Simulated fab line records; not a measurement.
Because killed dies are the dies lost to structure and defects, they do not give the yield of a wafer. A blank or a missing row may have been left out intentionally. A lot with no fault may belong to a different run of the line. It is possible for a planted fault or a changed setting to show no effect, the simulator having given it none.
Split-lot trial || flow n5-finfet || 21 wafers read from 7 lots, route of 1938 steps

== SPLIT DETAILS ==
At N5_BEOL_M15_PEB_26 (peb time 90 s), the setting peb-time-s was moved away from the recipe's 90 s on 6 of the 21 wafers read, by -15.7% to +19.1%. This setting was run at the recipe's value on the other wafers.

== FROM THE SPLIT TO THE READING: what the file shows between them, 2 steps ==
- N5_BEOL_M15_DEVELOP_27: develop time 45 s
- N5_BEOL_M15_HARDBAKE_32: time 120 s

== THE READING ==
Shown in nm: cd-nm at N5_BEOL_M15_CD_MEAS_28, with target cd 407.6 nm. Fault-free wafers of this fab line usually give 408.0 nm, standard deviation 2.4 nm.

{"wafer": "L074.2", "tool, chamber at the split": "litho-track-05, 0", "peb-time-s as run, s": 90, "against the recipe": "recipe", "cd-nm, nm": 403.0, "against lot-mates on the recipe": "-"}
{"wafer": "L074.4", "tool, chamber at the split": "litho-track-05, 0", "peb-time-s as run, s": 90, "against the recipe": "recipe", "cd-nm, nm": 408.1, "against lot-mates on the recipe": "-"}
{"wafer": "L074.5", "tool, chamber at the split": "litho-track-05, 0", "peb-time-s as run, s": 90, "against the recipe": "recipe", "cd-nm, nm": 406.4, "against lot-mates on the recipe": "-"}
{"wafer": "L079.1", "tool, chamber at the split": "litho-track-05, 0", "peb-time-s as run, s": 90, "against the recipe": "recipe", "cd-nm, nm": 410.6, "against lot-mates on the recipe": "-"}
{"wafer": "L079.2", "tool, chamber at the split": "litho-track-05, 0", "peb-time-s as run, s": 90, "against the recipe": "recipe", "cd-nm, nm": 407.9, "against lot-mates on the recipe": "-"}
{"wafer": "L079.6", "tool, chamber at the split": "litho-track-05, 0", "peb-time-s as run, s": 106.5, "against the recipe": "+18.3%", "cd-nm, nm": 417.2, "against lot-mates on the recipe": "+7.9"}
{"wafer": "L086.2", "tool, chamber at the split": "litho-track-01, 0", "peb-time-s as run, s": 90, "against the recipe": "recipe", "cd-nm, nm": 409.3, "against lot-mates on the recipe": "-"}
{"wafer": "L086.5", "tool, chamber at the split": "litho-track-01, 0", "peb-time-s as run, s": 90, "against the recipe": "recipe", "cd-nm, nm": 411.7, "against lot-mates on the recipe": "-"}
{"wafer": "L086.6", "tool, chamber at the split": "litho-track-01, 0", "peb-time-s as run, s": 77.64, "against the recipe": "-13.7%", "cd-nm, nm": 405.8, "against lot-mates on the recipe": -4.7}
{"wafer": "L088.2", "tool, chamber at the split": "litho-track-05, 0", "peb-time-s as run, s": 90, "against the recipe": "recipe", "cd-nm, nm": 410.0, "against lot-mates on the recipe": "-"}
{"wafer": "L088.4", "tool, chamber at the split": "litho-track-05, 0", "peb-time-s as run, s": 90, "against the recipe": "recipe", "cd-nm, nm": 408.6, "against lot-mates on the recipe": "-"}
{"wafer": "L088.6", "tool, chamber at the split": "litho-track-05, 0", "peb-time-s as run, s": 90, "against the recipe": "recipe", "cd-nm, nm": 412.5, "against lot-mates on the recipe": "-"}
{"wafer": "L087.1", "tool, chamber at the split": "litho-track-05, 0", "peb-time-s as run, s": 90, "against the recipe": "recipe", "cd-nm, nm": 406.7, "against lot-mates on the recipe": "-"}
{"wafer": "L087.3", "tool, chamber at the split": "litho-track-05, 0", "peb-time-s as run, s": 107.2, "against the recipe": "+19.1%", "cd-nm, nm": 414.7, "against lot-mates on the recipe": "+8.2"}
{"wafer": "L087.4", "tool, chamber at the split": "litho-track-05, 0", "peb-time-s as run, s": 90, "against the recipe": "recipe", "cd-nm, nm": 406.3, "against lot-mates on the recipe": "-"}
{"wafer": "L090.3", "tool, chamber at the split": "litho-track-05, 0", "peb-time-s as run, s": 90, "against the recipe": "recipe", "cd-nm, nm": 407.6, "against lot-mates on the recipe": "-"}
{"wafer": "L090.5", "tool, chamber at the split": "litho-track-05, 0", "peb-time-s as run, s": 75.91, "against the recipe": "-15.7%", "cd-nm, nm": 399.8, "against lot-mates on the recipe": -7.8}
{"wafer": "L090.6", "tool, chamber at the split": "litho-track-05, 0", "peb-time-s as run, s": 75.91, "against the recipe": "-15.7%", "cd-nm, nm": 402.8, "against lot-mates on the recipe": -4.8}
{"wafer": "L089.1", "tool, chamber at the split": "litho-track-01, 0", "peb-time-s as run, s": 90, "against the recipe": "recipe", "cd-nm, nm": 406.9, "against lot-mates on the recipe": "-"}
{"wafer": "L089.3", "tool, chamber at the split": "litho-track-01, 0", "peb-time-s as run, s": 102.6, "against the recipe": "+14.0%", "cd-nm, nm": 411.3, "against lot-mates on the recipe": "+3.6"}
{"wafer": "L089.5", "tool, chamber at the split": "litho-track-01, 0", "peb-time-s as run, s": 90, "against the recipe": "recipe", "cd-nm, nm": 408.6, "against lot-mates on the recipe": "-"}

FIT RESULTS
A straight line over all 21 wafers: cd-nm changes by +0.369 nm for each +1% of peb-time-s; r = +0.82; the points scatter about the line by 2.3 nm.
The same after taking each lot's own level away (the mean of its wafers on the recipe; 21 wafers): +0.39 nm for each +1%; r = +0.93; scatter 1.4 nm.
On that fit, the largest move of peb-time-s shifts the reading by 7.4 nm.
The lots' own levels span 405.83 to 410.50 nm, that is 1.9 times the standard deviation above.
The two slopes are in agreement: the lot-to-lot level therefore moves the slope only a little.
Check: with one of the wafers moved furthest among these (+19.1%) left out of the fit, the line predicts +7.16 nm for it against its lot-mates. It came out at +8.2 nm against them.

== THE OTHER SPLITS THESE WAFERS WENT THROUGH ==
Before the reading, these wafers also passed through other splits. Each is held against what the fit with the lots' levels taken away leaves over:
{"other split on the same wafers": "N5_BEOL_M12_SPUTTER_44 power-w", "wafers away from the commonest value": 4, "r with cd-nm (lot level and that fit taken away)": "+0.13"}
{"other split on the same wafers": "N5_BEOL_M13_TRENCH_ETCH_34 time-s", "wafers away from the commonest value": 4, "r with cd-nm (lot level and that fit taken away)": -0.08}

== THE WHOLE CHAIN: every reading that the file lists as answering this split, in the file's order ==
{"step": "N5_BEOL_M15_CD_MEAS_28", "what it does": "target cd 407.6 nm", "reading": "cd-nm", "change (the file's fit)": "+0.387 nm for each +1% of the setting", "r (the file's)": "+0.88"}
{"step": "N5_BEOL_M15_DESCUM_33", "what it does": "chemistry O2, time 7.9 s", "reading": "BEOL_M15.cd-nm (the simulator's own value, which no gauge read)", "change (the file's fit)": "+0.387 nm for each +1% of the setting", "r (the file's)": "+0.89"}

== THE FILE'S OWN FIT ==
cd-nm changes by +0.387 nm for each +1% of peb-time-s, r = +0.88.
